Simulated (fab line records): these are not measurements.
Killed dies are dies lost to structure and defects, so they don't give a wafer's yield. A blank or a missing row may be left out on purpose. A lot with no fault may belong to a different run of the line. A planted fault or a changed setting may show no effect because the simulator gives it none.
A lot that was struck, set against a sound lot | flow nand_harc | 43 steps out of a route of 1159
Sound: wafers L670.2, L670.3, L670.6. Wafers L677.2, L677.3, L677.4 were the ones struck. At the end, the cause is stated.
Order at every step that has rows: each side's tool, ch and its chambers, its first start. Under that, the readings that differ: sound wafers | struck wafers | difference of the means | sigmas: that difference in standard deviations of wafers without a fault.
alike: same words and numbers on both sides, and readings whose means sit less than 2 such deviations apart. not compared: any withheld reading, any reading some wafer has no value for, any bound like >300 that may hide the same value, and any number with overlapping values for which the record gives no deviation.
Wherever a step has rows on one side only, a row that says differs or no value, or a row with sigmas, the two part there. When numbers do not overlap yet have no deviation, they are printed without sigmas and do not part them. Lack of a reading on every wafer of one side parts them only where that side has two or more wafers.

NHARC_A_CONTACT_INSPECT_44:
  sound: defect_inspect-01 at day 18 01:57; struck: defect_inspect-01 at day 19 00:32
  alike: raw_defect_count
then, 2 steps without rows for these wafers: NHARC_A_CONTACT_DESCUM_47 (chemistry O2, time 3 s); NHARC_A_CONTACT_ETCH_48 (etches the open film in CF4, target depth 39 nm, time 65 s).
NHARC_A_CONTACT_ETCH_49: etches the open film in N2/H2, target depth 260 nm, time 475.3 s.
  sound on rie_diel-03 ch 2,3; struck on rie_diel-03 ch 0,1,3
  alike: drypump_motor_current_A, oes_product_au, rf_vpp_V, showerhead_plenum_p_Torr, throttle_valve_pct
  not compared: rf_hours_counter_h
NHARC_A_CONTACT_ETCH_50: etches the open film in CF4/CHF3, target depth 84.7 nm, time 42.4 s.
  sound on rie_diel-03 ch 2,3; struck on rie_diel-03 ch 0,1,2
  reading                | sound                | struck               | difference | sigmas
  throttle_valve_pct (%) | 16.819 16.805 16.809 | 16.775 16.798 16.801 | -0.020     | -2
  alike: drypump_motor_current_A, oes_product_au, rf_vpp_V, showerhead_plenum_p_Torr
  not compared: rf_hours_counter_h
then, 1 step without rows for these wafers: NHARC_A_CONTACT_ETCH_51 (etches the open film in O2/COS, target depth 3600 nm, time 936 s).
NHARC_A_CONTACT_ETCH_111: etches the open film in C4F8/O2/Ar, time 140 s, target depth 700 nm.
  sound on har_cap_etch-03 ch 0,1, day 18 03:20; struck on har_cap_etch-03 ch 0,1, day 19 02:04
  not compared: rf_hours_counter_h
then, 1 step without rows for these wafers: NHARC_A_CONTACT_ETCH_112 (etches the open film in C4F8/O2/Ar, time 94 s, target depth 922 nm).
NHARC_A_CONTACT_ETCH_113: etches the open film in C4F8/O2/Ar, time 94 s, target depth 922 nm.
  sound on har_cap_etch-03 ch 0,1, day 18 03:37; struck on har_cap_etch-03 ch 0,1, day 19 02:21
  not compared: rf_hours_counter_h
then, 3 steps without rows for these wafers: NHARC_A_CONTACT_ETCH_114 (etches the open film in C4F8/O2/Ar, time 94 s, target depth 922 nm); NHARC_A_CONTACT_ETCH_115 (etches the open film in C4F8/O2/Ar, time 94 s, target depth 922 nm); NHARC_A_CONTACT_ETCH_116 (etches the open film in C4F8/O2/Ar, time 94 s, target depth 922 nm).
NHARC_A_CONTACT_ETCH_117: etches the open film in C4F8/O2/Ar, time 94 s, target depth 922 nm.
  sound on har_cap_etch-03 ch 0,1, day 18 03:59; struck on har_cap_etch-03 ch 0,1, day 19 02:43
  not compared: rf_hours_counter_h
then, 3 steps without rows for these wafers: NHARC_A_CONTACT_ETCH_118 (etches the open film in C4F8/O2/Ar, time 94 s, target depth 922 nm); NHARC_A_CONTACT_ETCH_119 (etches the open film in C4F8/O2/Ar, time 94 s, target depth 922 nm); NHARC_A_CONTACT_ETCH_120 (etches the open film in C4F8/O2/Ar, time 94 s, target depth 922 nm).
NHARC_A_CONTACT_ETCH_121: etches the open film in C4F8/O2/Ar, time 94 s, target depth 922 nm.
  sound on har_cap_etch-03 ch 0,1, day 18 04:21; struck on har_cap_etch-03 ch 0,1, day 19 03:05
  not compared: rf_hours_counter_h
then, 4 steps without rows for these wafers: NHARC_A_CONTACT_ETCH_122 (etches the open film in C4F8/O2/Ar, time 95 s, target depth 930 nm); NHARC_A_CONTACT_ETCH_123 (etches the open film in C4F8/O2/Ar, time 253 s, target depth 1090 nm); NHARC_A_CONTACT_ETCH_90 (etches the open film in CH3F/O2, target depth 40 nm, time 85.7 s); NHARC_A_CONTACT_ETCH_96 (etches the open film in C4F6/O2, target depth 20 nm, time 10 s).
NHARC_A_CONTACT_CD_MEAS_53:
  sound: cd_sem-02 at day 18 05:21; struck: cd_sem-02 at day 19 04:05
  alike: cd_nm
then, 18 steps without rows for these wafers: NHARC_A_CONTACT_STRIP_99 (strips in N2/H2); NHARC_A_CONTACT_STRIP_100 (strips in CF4/CHF3); NHARC_A_CONTACT_STRIP_101 (strips in O2/COS); NHARC_A_CONTACT_ETCH_102 (etches the open film in CF4/O2, target depth 70 nm, overetch 7 nm, time 38.5 s); NHARC_A_CONTACT_STRIP_55 (strips in O2); NHARC_A_CONTACT_STRIP_56 (strips in post etch residue remover, time 600 s); NHARC_A_CONTACT_DEP_57 (deposits aC, target thk 2800 nm); NHARC_A_CONTACT_DEP_58 (deposits SiON, target thk 60 nm); NHARC_A_CONTACT_DEHYDRATE_59 (time 120 s); NHARC_A_CONTACT_HMDS_60 (time 30 s); NHARC_A_CONTACT_COAT_61 (time 75 s); NHARC_A_CONTACT_COAT_62 (time 65 s); NHARC_A_CONTACT_COAT_63 (resist thk 90 nm); NHARC_A_CONTACT_SOFTBAKE_64 (time 55 s); NHARC_A_CONTACT_EBR_65; NHARC_A_CONTACT_EXPOSE_66 (exposes mask A CC 2); NHARC_A_CONTACT_PEB_67 (peb time 65 s); NHARC_A_CONTACT_DEVELOP_68 (develop time 35 s).
NHARC_A_CONTACT_CD_MEAS_69 targets a cd of 200 nm.
  sound on cd_sem-03 ch 0, day 18 08:46; struck on cd_sem-01 ch 0, day 19 08:14
  alike: cd_nm
NHARC_A_CONTACT_OVL_MEAS_70:
  sound: overlay-02 at day 18 08:51; struck: overlay-02 at day 19 08:19
  alike: overlay_x_nm, overlay_y_nm
-- record jumps: 3 days between struck wafers' starts before vs after; left off in module A_CONTACT, resumes in module END, first step shown is number 1159 of the route --
NHARC_END_SORT_01:
  here the record holds rows for the struck wafers (prober-01 ch 0, day 21 21:32) but none for the sound ones

## WHERE THEY PART
First at NHARC_A_CONTACT_ETCH_50; last, within this record, at NHARC_END_SORT_01.

WHY: whatever the simulator had introduced
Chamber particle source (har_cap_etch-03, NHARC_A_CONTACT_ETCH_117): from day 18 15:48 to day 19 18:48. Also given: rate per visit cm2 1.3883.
